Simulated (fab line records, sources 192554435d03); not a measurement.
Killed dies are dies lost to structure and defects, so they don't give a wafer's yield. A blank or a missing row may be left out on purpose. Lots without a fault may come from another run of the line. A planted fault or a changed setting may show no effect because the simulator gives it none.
fab line records | flow n5_finfet
record lots=9 wafers=27 last_day=17
route steps=1938 shown SDB@358 BEOL_M4@1111
lots that met no fault: from a run of the same line without faults
start_h: hours from the record's first day to the start of the lot's first wafer shown | wait_h: hours since the lot's step before | " the same as in the row above | L1.1+2: a row that stands for several wafers | - no value, or no start given | * or withheld: withheld | < > ~ a bound
route shown NAME@n: a module of which the file shows steps, and the number in the route of the first | usual: mean/standard deviation of fault-free wafers | same: alike in all rows | chamber/n: place in a boat | sites: the reading at each site | _std_site: their standard deviation | _edge_site: outer sites' mean less inner sites' | radius_mm: how far each site lies from the wafer's centre | mask NAME#n: copy n | behind: the tool/chamber that last shaped the wafer | hold: why the lot was held/for how many hours/how that ended | device: the transistor (n, p or np) that didn't switch | end of line: the same wafers' tests at the end of the route | a step without rows: its recipe alone | killed: dies lost to structure and defects at the first sort, not the wafer's yield | map: a wafer's dies, x killed, . not, _ none there
set.NAME: the setting as run; set.NAME@STEP: as run at that earlier step | model.NAME: the simulator's own value behind a step, which no gauge read
steps of the route over a sample of lots; a table a step, a row a wafer
services: from which hour (start_h, from the record's first day; less than 0 if before it) a tool's chamber was out of use, for how many hours, and why
## steps
# step N5_SDB_INSPECT_13
# recipe mode=adi inspect_instrument=brightfield
# usual raw_defect_count=76/32
# columns lot.wafer tool chamber start_h wait_h raw_defect_count
L865.2 defect_inspect-02 - 69.47 0.0 147
L865.3 " - " " 111
L865.6 " - " " 107
L866.2 defect_inspect-01 - 76.07 0.0 85
L866.5 " - " " 81
L866.6 " - " " 85
L869.1 defect_inspect-01 - 93.88 0.0 64
L869.3 " - " " 175
L869.5 " - " " 63
L870.1 defect_inspect-02 - 99.67 0.0 154
L870.2 " - " " 82
L870.4 " - " " 62
L873.2 defect_inspect-02 - 116.63 0.0 56
L873.4 " - " " 50
L873.6 " - " " 39
L876.1 defect_inspect-02 - 130.53 0.0 82
L876.4 " - " " 39
L876.5 " - " " 68
L877.1 defect_inspect-01 - 144.44 0.0 75
L877.2 " - " " 65
L877.5 " - " " 48
L885.1 defect_inspect-02 - 186.77 0.0 86
L885.4 " - " " 47
L885.6 " - " " 74
L887.2 defect_inspect-01 - 200.00 0.0 33
L887.3 " - " " 36
L887.4 " - " " 39
# step N5_SDB_ETCH_18
# recipe chemistry=N2/H2 target=SOC target_depth_a=1000 overetch_a=200 mask_material=SiARC temp_c=40 time_s=150 ion_energy_ev=200 pressure_mtorr=30 source_w=840 bias_w=150 n2_flow_sccm=200 h2_flow_sccm=200
# usual bias_w=150.0/0.46 chamber_pressure_mTorr=30.002/0.028 drypump_motor_current_A=5.8/0.46 oes_product_au=0.71/0.086 rf_vpp_V=524.5/1.7 showerhead_plenum_p_Torr=2.57/0.063 throttle_valve_pct=17.91/0.3
# same time_s=150
# columns lot.wafer tool chamber start_h wait_h bias_w chamber_pressure_mTorr drypump_motor_current_A oes_product_au rf_hours_counter_h rf_vpp_V showerhead_plenum_p_Torr throttle_valve_pct
L865.2 rie_diel-06 2 69.58 0.0 150.3 29.983 5.5 0.64 208 525.1 2.63 18.19
L865.3 " 3 " " 150.1 30.032 5.7 0.71 137 523.0 2.56 18.26
L865.6 " 3 " " 150.6 29.978 5.7 0.70 - 523.4 2.56 18.26
L866.2 rie_diel-01 1 76.27 0.0 150.4 29.998 6.4 0.82 30 524.7 2.58 17.30
L866.5 " 0 " " 149.7 30.018 6.7 0.64 - 525.5 2.63 18.05
L866.6 " 1 " " 150.2 30.015 6.4 0.81 - 524.8 2.58 17.29
L869.1 rie_diel-01 0 93.98 0.0 150.3 30.004 6.7 0.63 224 526.0 2.63 18.06
L869.3 " 2 " " 149.5 30.006 5.3 0.64 207 523.5 2.52 18.03
L869.5 " 1 " " 149.8 30.052 6.4 0.81 - 524.5 2.58 17.30
L870.1 rie_diel-01 3 100.08 0.0 150.3 30.028 5.5 0.65 195 523.0 2.52 18.05
L870.2 " 2 " " 150.3 30.027 5.3 0.64 209 522.2 2.52 18.04
L870.4 " 1 " " 149.7 29.980 6.4 0.81 38 524.6 2.58 17.32
L873.2 rie_diel-01 3 116.73 0.0 150.1 30.011 5.5 0.64 201 523.3 2.52 18.04
L873.4 " 1 " " 149.8 30.013 6.4 0.79 45 526.1 2.58 17.33
L873.6 " 1 " " 149.9 29.971 6.4 0.79 - 525.8 2.58 17.33
L876.1 rie_diel-01 1 130.63 0.0 149.6 29.994 6.5 0.79 51 524.7 2.57 17.32
L876.4 " 2 " " 149.5 29.958 5.3 0.64 220 523.1 2.52 18.05
L876.5 " 0 " " 150.4 30.010 6.7 0.63 - 526.7 2.62 18.08
L877.1 rie_diel-06 3 144.54 0.0 150.0 30.008 5.7 0.68 166 524.3 2.54 18.32
L877.2 " 1 " " 149.0 30.028 6.1 0.81 21 527.7 2.71 17.51
L877.5 " 0 " " 150.5 30.012 5.2 0.72 - 527.0 2.67 17.94
L885.1 rie_diel-01 1 187.19 0.0 150.2 30.005 6.4 0.76 73 524.6 2.56 17.36
L885.4 " 2 " " 149.8 29.943 5.3 0.63 - 522.4 2.51 18.09
L885.6 " 3 " " 150.5 29.971 5.5 0.63 - 522.1 2.51 18.09
L887.2 rie_diel-01 2 200.10 0.0 149.5 29.987 5.3 0.62 247 521.3 2.51 18.10
L887.3 " 0 " " 150.1 29.972 6.7 0.84 5 525.7 2.62 17.59
L887.4 " 1 " " 149.7 30.026 6.4 0.76 78 524.8 2.56 17.38
# step N5_SDB_STRIP_21
# recipe chemistry=CF4 resist=SiARC power_w=300 bias_power_w=75 pressure_mtorr=50 cf4_flow_sccm=150 rf_frequency_hz=6e+07
# usual chamber_pressure_mTorr=50.00/0.046 drypump_motor_current_A=5.8/0.46 oes_product_au=0.78/0.095 rf_vpp_V=271.6/1.3 showerhead_plenum_p_Torr=1.81/0.038 throttle_valve_pct=13.63/0.3
# columns lot.wafer tool chamber start_h wait_h chamber_pressure_mTorr drypump_motor_current_A oes_product_au rf_hours_counter_h rf_vpp_V showerhead_plenum_p_Torr throttle_valve_pct
L865.2 rie_diel-06 2 69.71 0.0 50.03 5.6 0.71 208 270.7 1.85 13.81
L865.3 " 3 " " 50.03 5.7 0.77 137 271.5 1.81 13.91
L865.6 " 3 " " 50.01 5.7 0.78 - 271.7 1.81 13.93
L866.2 rie_diel-01 1 76.41 0.0 49.97 6.4 0.90 30 272.1 1.81 13.11
L866.5 " 0 " " 49.96 6.7 0.71 - 271.6 1.84 13.83
L866.6 " 1 " " 49.92 6.4 0.90 - 272.6 1.81 13.09
L869.1 rie_diel-01 0 94.12 0.0 49.97 6.7 0.71 224 271.0 1.84 13.86
L869.3 " 2 " " 49.96 5.3 0.71 207 271.0 1.78 13.81
L869.5 " 1 " " 50.03 6.4 0.89 - 271.0 1.81 13.10
L870.1 rie_diel-01 3 100.22 0.0 50.08 5.4 0.71 195 271.0 1.78 13.70
L870.2 " 2 " " 50.01 5.3 0.71 209 271.2 1.78 13.80
L870.4 " 1 " " 50.00 6.4 0.90 38 272.0 1.81 13.10
L873.2 rie_diel-01 3 116.87 0.0 50.02 5.4 0.71 201 271.2 1.78 13.72
L873.4 " 1 " " 49.98 6.4 0.88 45 272.1 1.81 13.12
L873.6 " 1 " " 50.03 6.4 0.88 - 269.5 1.81 13.14
L876.1 rie_diel-01 1 130.77 0.0 50.06 6.5 0.88 51 271.1 1.81 13.16
L876.4 " 2 " " 50.05 5.3 0.70 220 270.0 1.78 13.82
L876.5 " 0 " " 50.03 6.7 0.69 - 271.5 1.84 13.89
L877.1 rie_diel-06 3 144.68 0.0 49.91 5.7 0.75 166 271.5 1.80 14.01
L877.2 " 1 " " 50.01 6.1 0.91 21 274.5 1.89 13.19
L877.5 " 0 " " 50.05 5.1 0.80 - 273.4 1.86 13.55
L885.1 rie_diel-01 1 187.32 0.0 49.96 6.4 0.85 73 271.4 1.80 13.17
L885.4 " 2 " " 50.04 5.3 0.69 - 270.6 1.77 13.89
L885.6 " 3 " " 49.97 5.5 0.69 - 271.7 1.77 13.78
L887.2 rie_diel-01 2 200.24 0.0 50.02 5.3 0.68 247 270.3 1.77 13.89
L887.3 " 0 " " 50.03 6.7 0.93 5 272.0 1.83 13.33
L887.4 " 1 " " 50.02 6.4 0.84 78 271.7 1.80 13.21
# step N5_SDB_CUT_ETCH_26
# recipe chemistry=HBr/Cl2/O2 target=Si target_depth_a=1296 bt_time_s=20 mask_material=SiNx time_s=51.8 ion_energy_ev=* bias_w=* pressure_mtorr=10 icp_w=800 HBr_flow_sccm=150 Cl2_flow_sccm=80 O2_flow_sccm=12
# usual bias_w=* chamber_pressure_mTorr=9.999/0.0088 drypump_motor_current_A=5.6/0.6 oes_product_au=1.002/0.015 throttle_valve_pct=37.3/0.32
# same time_s=51.8
# columns lot.wafer tool chamber start_h wait_h bias_w chamber_pressure_mTorr drypump_motor_current_A oes_product_au rf_hours_counter_h throttle_valve_pct
L865.2 rie_si-05 1 70.12 0.1 * 9.993 4.9 1.022 43 37.8
L865.3 " 0 " " * 10.003 4.9 1.019 35 37.0
L865.6 " 1 " " * 9.982 4.9 1.018 - 37.8
L866.2 rie_si-02 1 76.83 0.1 * 9.995 5.1 1.007 26 37.3
L866.5 " 2 " " * 9.998 6.4 1.018 - 37.2
L866.6 " 3 " " * 10.008 6.0 1.004 - 37.6
L869.1 rie_si-05 3 95.23 0.1 * 10.000 5.6 0.998 89 37.5
L869.3 " 0 " " * 9.992 5.0 1.022 36 37.0
L869.5 " 0 " " * 10.001 4.9 1.024 - 37.0
L870.1 rie_si-02 0 100.62 0.1 * 9.988 4.9 0.980 7 37.8
L870.2 " 1 " " * 9.995 5.1 1.018 26 37.3
L870.4 " 2 " " * 10.016 6.4 1.009 60 37.2
L873.2 rie_si-04 3 117.31 0.1 * 9.994 4.9 0.992 26 37.6
L873.4 " 0 " " * 10.010 6.5 0.970 3 37.0
L873.6 " 0 " " * 9.985 6.5 0.973 - 37.0
L876.1 rie_si-04 2 131.17 0.1 * 9.996 6.0 1.001 8 36.9
L876.4 " 1 " " * 9.999 5.4 1.025 184 37.1
L876.5 " 3 " " * 10.004 4.9 0.995 - 37.6
L877.1 rie_si-05 1 145.22 0.1 * 9.996 4.9 1.019 44 37.9
L877.2 " 2 " " * 10.008 6.2 0.995 94 36.9
L877.5 " 0 " " * 9.992 4.9 1.009 - 37.0
L885.1 rie_si-04 3 187.74 0.1 * 10.015 4.9 0.998 28 37.6
L885.4 " 1 " " * 10.006 5.4 1.020 185 37.1
L885.6 " 3 " " * 10.021 4.9 0.991 - 37.6
L887.2 rie_si-04 0 200.64 0.1 * 9.991 6.4 0.972 4 37.0
L887.3 " 2 " " * 9.995 6.0 1.000 10 36.9
L887.4 " 1 " " * 9.993 5.4 1.015 185 37.2
# step N5_BEOL_M4_RC_MEAS_101
# usual DIBL_N=36.0/1.7 DIBL_P=36.0/2 IOFF_N=0.156/0.028 IOFF_P=0.21/0.04 ION_N=673/12 ION_P=463/8.3 SS_N=71.4/0.6 SS_P=73.3/0.66 VT_N=250/3 VT_P=-250/3.8
# columns lot.wafer tool chamber start_h wait_h DIBL_N[mV/V] DIBL_P[mV/V] IOFF_N[nA/um] IOFF_P[nA/um] ION_N[uA/um] ION_P[uA/um] SS_N[mV/dec] SS_P[mV/dec] VT_N[mV] VT_P[mV]
L865.2 prober-01 0 165.53 0.2 35.2 35.4 0.146 0.20 668 470 71.2 73.2 252 -250
L865.3 " 0 " " 33.2 33.1 0.118 0.16 661 461 70.4 73.0 254 -253
L865.6 " 0 " " 33.7 34.3 0.132 0.19 667 458 71.0 72.7 252 -250
L866.2 prober-01 0 173.52 0.2 33.3 32.2 0.102 0.17 653 460 70.6 72.2 256 -253
L866.5 " 0 " " 35.7 35.4 0.135 0.20 654 456 72.1 73.7 254 -251
L866.6 " 0 " " 35.2 34.4 0.136 0.20 666 459 71.4 72.7 254 -249
L869.1 prober-01 0 181.50 0.0 36.4 39.0 0.167 0.26 684 469 72.0 73.6 249 -245
L869.3 " 0 " " 35.6 36.4 0.153 0.22 667 466 71.8 72.4 253 -247
L869.5 " 0 " " 35.0 36.8 0.141 0.21 660 462 70.9 73.0 251 -249
L870.1 prober-01 0 190.45 0.0 34.8 33.7 0.118 0.18 652 454 71.3 73.1 255 -252
L870.2 " 0 " " 37.8 38.1 0.169 0.24 669 465 72.4 73.7 250 -246
L870.4 " 0 " " 35.3 34.2 0.136 0.18 672 463 71.1 72.9 250 -252
L873.2 prober-02 0 208.03 0.2 36.1 35.1 0.155 0.20 669 462 71.7 73.6 252 -251
L873.4 " 0 " " 36.3 35.6 0.168 0.22 681 465 70.9 73.2 248 -247
L873.6 " 0 " " 36.6 35.9 0.159 0.22 673 461 71.8 74.5 251 -250
L876.1 prober-01 0 236.13 0.0 39.2 38.8 0.220 0.28 699 477 72.1 74.7 243 -247
L876.4 " 0 " " 32.8 30.8 0.107 0.16 658 465 70.5 72.3 254 -252
L876.5 " 0 " " 35.6 34.7 0.146 0.21 670 463 71.4 73.2 252 -252
L877.1 prober-02 0 238.77 0.0 35.4 35.3 0.164 0.23 678 467 71.0 72.4 247 -245
L877.2 " 0 " " 33.6 34.6 0.139 0.23 672 474 70.8 72.7 248 -247
L877.5 " 0 " " 35.8 36.7 0.188 0.27 695 480 71.8 73.8 246 -245
L887.2 prober-01 0 298.67 0.2 35.1 35.2 0.132 0.16 676 463 70.9 72.4 251 -254
L887.3 " 0 " " 36.1 36.0 0.156 0.18 674 461 71.5 73.2 250 -256
L887.4 " 0 " " 35.9 36.8 0.150 0.19 680 462 71.0 72.9 251 -253
L885.1 prober-01 0 300.79 0.0 38.1 38.5 0.208 0.24 692 468 71.7 73.9 247 -249
L885.4 " 0 " " 37.2 36.4 0.179 0.20 673 455 71.9 73.5 249 -254
L885.6 " 0 " " 38.8 38.3 0.202 0.25 686 466 72.1 74.6 246 -250
## services
# columns tool chamber start_h hours kind
rie_diel-06 1 62.37 - clean
rie_diel-06 1 62.37 - consumable_replace:focus_ring
rie_diel-06 1 62.37 - consumable_replace:showerhead
rie_diel-06 1 62.37 18.6 scheduled_down
rie_diel-06 1 62.37 18.6 vent_cycle
rie_diel-06 2 78.60 4.3 repair
rie_diel-01 3 80.46 4.2 repair
rie_si-05 1 85.21 22.8 repair
rie_si-05 2 131.94 12.4 repair
rie_diel-06 1 132.23 6.0 repair
rie_diel-06 0 133.63 5.5 repair
rie_diel-06 - 139.31 0.5 repair
rie_diel-06 3 155.87 5.8 repair
rie_diel-01 0 167.59 - clean
rie_diel-01 0 167.59 - consumable_replace:focus_ring
rie_diel-01 0 167.59 20.5 scheduled_down
rie_diel-01 0 167.59 20.5 vent_cycle
rie_si-05 2 181.15 15.4 repair
rie_diel-06 2 184.66 - clean
rie_diel-06 2 184.66 - consumable_replace:focus_ring
rie_diel-06 2 184.66 21.6 scheduled_down
rie_diel-06 2 184.66 21.6 vent_cycle
## key
first_sign step=N5_SDB_CUT_ETCH_26 reading=bias_w direction=down sigmas=92 usual=* struck=*
effect none on later readings
met_at N5_SDB_CUT_ETCH_26
struck_lots L885,L887
not_acting_at N5_SDB_INSPECT_13,N5_SDB_ETCH_18,N5_SDB_STRIP_21
onset_between 131.17 187.74
fault kind=process_parameter_drift tool=rie_si-04 chamber=- onset_h=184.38 steps=N5_SDB_CUT_ETCH_26 channel=bias_w offset=* shape=step end_h=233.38 acts_in=* stated=*
